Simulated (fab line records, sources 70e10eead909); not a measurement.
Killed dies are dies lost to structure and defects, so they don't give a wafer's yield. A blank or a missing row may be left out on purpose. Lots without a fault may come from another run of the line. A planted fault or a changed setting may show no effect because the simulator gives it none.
A struck lot beside a sound one | flow nand_harc | 14 steps out of a route of 1302
Sound: wafers L388.1, L388.3, L388.4. Struck: wafers L398.3, L398.5, L398.6. The cause comes at the end.
At each step with rows: each side's tool, then ch and its chambers, then its first start. Under that, the readings that differ: sound wafers | struck wafers | difference of the means | sigmas: that difference in standard deviations of wafers without a fault.
alike: readings whose means differ by less than 2 such deviations, and words and numbers that are the same on both sides. not compared: withheld readings, readings that some wafer has no value for, bounds like >300 that may hide the same value, and numbers for which the record gives no deviation and whose values overlap.
The two part at a step that has a row with sigmas, a row that says differs or no value, or rows on one side only. Numbers that don't overlap but have no deviation are shown without sigmas and don't part them. A reading that every wafer of one side lacks parts them only if that side has two wafers or more.

first, 4 steps without rows for these wafers: NHARC_P_GATE_EBR_07; NHARC_P_GATE_EXPOSE_08 (exposes mask P HV); NHARC_P_GATE_PEB_09 (peb time 85 s); NHARC_P_GATE_DEVELOP_10 (time 70 s).
NHARC_P_GATE_CD_MEAS_11: target cd 1640 nm.
  sound on cd_sem-02 ch 0, day 5 02:20; struck on cd_sem-02 ch 0, day 9 03:19
  alike: cd_nm
then, 1 step without rows for these wafers: NHARC_P_GATE_HARDBAKE_12 (time 80 s).
NHARC_P_GATE_DESCUM_13: chemistry O2, time 3 s.
  sound on rie_diel-07 ch 0,2,3, day 5 02:31; struck on rie_diel-11 ch 0,3, day 9 03:29
  alike: drypump_motor_current_A, o2_flow_sccm, oes_product_au, rf_vpp_V, showerhead_plenum_p_Torr, throttle_valve_pct
  not compared: rf_hours_counter_h
then, 5 steps without rows for these wafers: NHARC_P_GATE_ETCH_14 (etches SiO2 in dHF, target depth 48.8 nm); NHARC_P_GATE_STRIP_15 (strips in SPM, time 780 s); NHARC_P_GATE_PRECLEAN_71 (cleans in SC1); NHARC_P_GATE_SRD_72; NHARC_P_GATE_OXIDE_16 (material SiO2, target thk 3 nm, ox time 392 s).
NHARC_P_GATE_CVD_17: deposits poly-Si, target thk 150 nm, time 900 s.
  sound on lpcvd_poly-02 ch 0, day 5 12:52; struck on lpcvd_poly-03 ch 0, day 9 17:14
  alike: spike_tc_upper_C, zone_power_lower_pct
NHARC_P_GATE_HM_DEP_102: deposits aC, target thk 120 nm.
  sound on acl_dep-01 ch 0, day 5 15:26; struck on acl_dep-02 ch 0, day 9 20:47
  alike: throttle_valve_pct

WHERE THEY PART
Nowhere in this record.

WHY: what the simulator had put in
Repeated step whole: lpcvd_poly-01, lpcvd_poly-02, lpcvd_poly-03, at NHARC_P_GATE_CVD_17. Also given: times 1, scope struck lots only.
